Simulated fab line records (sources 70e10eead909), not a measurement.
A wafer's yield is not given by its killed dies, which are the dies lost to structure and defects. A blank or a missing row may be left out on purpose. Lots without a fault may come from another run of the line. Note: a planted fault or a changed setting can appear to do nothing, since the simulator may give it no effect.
Problem report, 8D (eight disciplines) form, completed by code	flow nandHarc	the parts of the form that need people (team, actions taken, sign-off) are left out

1. WHAT WENT WRONG
Mean of rawDefectCount at NHARC_P_GATE_INSPECT_28: 42 across 6 wafers in 2 lots; on wafers with no fault it is 6 (standard deviation 3.1). Relative to the usual mean, that is a shift of +12 standard deviations.
Seen first at day 7 21:47 on defectInspect-01, wafer L432.2. The record holds 39 wafers of 13 lots with a number at this step. By rule, "out" or "out of limits" means more than 4 standard deviations away from the usual mean. The other wafers with a number count as sound.

2. WHAT THIS IS AND IS NOT
question	is	is not
which readings at this step	rawDefectCount	-
which lots	L432, L435	L426, L428, L430, L431, L442, L443, L444, L445, L446, L447, L448
which wafers of those lots	all that have a number	-
read on which gauges	defectInspect-01	defectInspect-02
when	from day 7 21:47	up to then (12 sound wafers); but 21 sound wafers of L442, L443, L444, L445, L446, L447, L448 came after

3. SUSPECTS, AND WHAT RULES EACH OUT
Counting: a tool at any process step up to the reading remains a suspect when it ran all the lots that are out and ran no sound lot after the first of those.
- the gauge at NHARC_P_GATE_INSPECT_28 has been ruled out. All the wafers that are out were read on defectInspect-01, but those of them that NHARC_END_SORT_01 has rows for are out there too, on other tools.
- furnace-01 at NHARC_P_GATE_OXIDE_02 (material SiO2, target thk 37.5 nm, ox time 365 s): ruled out as a lasting fault. The sound lots L442, L443, L445, L446, L448 went through it after L432, its earliest lot that is out (day 7 02:21).
Left after counting: nothing in the record.

4. THE CAUSE (what the simulator had put in)
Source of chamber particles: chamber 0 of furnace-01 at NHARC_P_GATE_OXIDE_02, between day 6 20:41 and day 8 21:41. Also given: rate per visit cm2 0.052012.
It was ruled out by counting, in error; the rule expects a fault to strike all lots run on its tool from its start on, and this fault did not.

5. SEQUENCE OF EFFECTS, ordered by route
Each row: a reading where the mean over the struck wafers with a number is more than 3 standard deviations away from the usual. Scope: only readings with a usual standard deviation given in the record; hours: median across lots of the time from each lot's start at the first step in this table that gives one to its start at this step; sigmas: change in usual standard deviations.
hours	step	reading	usual	on struck wafers	change	sigmas
0	NHARC_P_GATE_INSPECT_28	rawDefectCount	6	42	+36	+12
473	NHARC_END_SORT_01	killedAtPeriphery	4.1	34.2	+30.1	+10

6. WHAT WOULD HAVE CAUGHT IT SOONER
Counted from the fault's start at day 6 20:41, it took 25 hours until the first out-of-limits reading at a measuring or inspecting step in this record, taken at day 7 21:47.
Tool readings at NHARC_P_GATE_OXIDE_02 with a usual standard deviation given in the record: none out on any struck wafer, hence no alarm at a limit of 4 standard deviations on them.
